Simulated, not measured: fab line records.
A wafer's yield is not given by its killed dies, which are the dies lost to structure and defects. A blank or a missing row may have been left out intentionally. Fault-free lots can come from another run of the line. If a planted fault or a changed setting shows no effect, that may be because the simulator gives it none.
Comparing a struck lot with a sound one :: flow n5Finfet :: 30 out of 1938 route steps
Sound: these wafers, L818.1, L818.2, L818.5. Struck: wafers L823.1, L823.5. (L823.4 of the same lot was not struck and is left out.) The cause comes at the end.
Per side, at each step with rows, come the tool, then ch with its chambers, and then its first start. Under that, the readings that differ: sound wafers :: struck wafers :: difference of the means :: sigmas: that difference in standard deviations of wafers without a fault.
alike: same words and numbers on both sides, and readings whose means sit less than 2 such deviations apart. not compared: any withheld reading, any reading some wafer has no value for, any bound like >300 that may hide the same value, and any number with overlapping values for which the record gives no deviation.
A row with sigmas, a row that says differs or no value, or rows on one side alone: a step with any of these is where the two part. When numbers do not overlap yet have no deviation, they are printed without sigmas and do not part them. A reading that every wafer of one side lacks parts them only if that side has two wafers or more.

first, 11 steps without rows for these wafers: N5_BEOL_M5_SPUTTER_81 (material Cu, target thk 15 nm, time 27.62 s); N5_BEOL_M5_ANNEAL_82 (time 1800 s); N5_BEOL_M5_SPUTTER_83 (material Cu, target thk 15 nm, time 27.62 s); N5_BEOL_M5_ANNEAL_84 (time 1800 s); N5_BEOL_M5_SPUTTER_88 (material Cu, target thk 15 nm, time 27.62 s); N5_BEOL_M5_ANNEAL_89 (time 1800 s); N5_BEOL_M5_SPUTTER_90 (material Cu, target thk 4.5 nm, time 8.29 s); N5_BEOL_M5_ECD_50 (material Cu, target thk 300 nm); N5_BEOL_M5_ANNEAL_51 (time 90 s); N5_BEOL_M5_CMP_52 (polishes, stops on SiCOH lowk, t overpolish 6.9 s, target thk 62 nm); N5_BEOL_M5_PRE_CLEAN_77 (time 15 s).
N5_BEOL_M5_CO_CAP_78: material Co, precursor CCTBA/H2, target thk 2 nm, time 102.1 s.
  sound on cvdCo-01 ch 0,2, day 9 19:46; struck on cvdCo-01 ch 1, day 10 23:59
  alike: heaterPowerW, susceptorTempC
then, 2 steps without rows for these wafers: N5_BEOL_M5_PRE_CLEAN_55 (time 15 s); N5_BEOL_M5_DEP_56 (deposits SiCN from 3MS/NH3, target thk 8 nm, time 14 s).
N5_BEOL_M5_INSPECT_58: inspects for defects (darkfield).
  struck on defectInspect-01, day 11 00:14; sound on defectInspect-01, day 9 19:59
reading: rawDefectCount
sound: 79 61 75
struck: 415 445
difference: +358
sigmas: +15
then, 12 steps without rows for these wafers: N5_BEOL_M6_ILD_DEP_00 (deposits SiCOH lowk from DEMS/porogen, target thk 179.75 nm, time 33.4 s); N5_BEOL_M6_CURE_74 (cures SiCOH lowk, time 240 s); N5_BEOL_M6_PECVD_70 (deposits SiO2 from TEOS/O2, target thk 20 nm, time 22.7 s); N5_BEOL_M6_HM_DEP_02 (deposits TiN, target thk 20 nm); N5_BEOL_M6_COAT_59 (time 60 s, resist thk 100 nm); N5_BEOL_M6_COAT_60 (time 60 s, resist thk 35 nm); N5_BEOL_M6_COAT_05 (resist thk 90 nm); N5_BEOL_M6_EBR_07; N5_BEOL_M6_SOFTBAKE_06 (time 60 s); N5_BEOL_M6_EXPOSE_08 (exposes mask M6); N5_BEOL_M6_PEB_09 (peb time 60 s); N5_BEOL_M6_DEVELOP_10 (develop time 30 s).
N5_BEOL_M6_INSPECT_13: inspects for defects (brightfield).
  struck on defectInspect-01, day 11 01:23; sound on defectInspect-01, day 9 21:47
reading: rawDefectCount
sound: 441 491 431
struck: 891 695
difference: +339
sigmas: +4
then, 1 step without rows for these wafers: N5_BEOL_M6_DESCUM_16 (chemistry O2, time 7.9 s).
-- the record jumps here: 4 days lie between the struck wafers' starts before and after (it left off in module BEOL_M6 and takes up again in module PASSIVATION, whose first step shown is number 1936 of the route) --
N5_PASSIVATION_PROBE_49:
  struck on prober-01, day 14 20:27; sound on prober-01, day 14 04:59
reading: defectLimitedYield (%)
sound: 91.0 89.6 89.7
struck: 82.2 81.1
difference: -8.4
sigmas: -6

reading: killed_at_M4_up
sound: 14 9 18
struck: 112 123
difference: +104
sigmas: +20

reading: killedDies
sound: 106 123 122
struck: 210 223
difference: +100
sigmas: +6

reading: sort_bin_5_function (%)
sound: 4.2 6.3 6.4
struck: 12.2 12.0
difference: +6.5
sigmas: +6

reading: sortNPass
sound: 1074 1057 1058
struck: 970 957
difference: -100
sigmas: -6
  alike: killed_at_M0_to_M3, killedAtContacts, killedAtFrontEnd, killedAtOther, killedOpen, killedShort, sort_bin_6_memory, sort_bin_8_speed

WHERE THEY PART
Last at N5_PASSIVATION_PROBE_49 as far as this record goes, first at N5_BEOL_M5_INSPECT_58.

WHY: what the simulator had put in
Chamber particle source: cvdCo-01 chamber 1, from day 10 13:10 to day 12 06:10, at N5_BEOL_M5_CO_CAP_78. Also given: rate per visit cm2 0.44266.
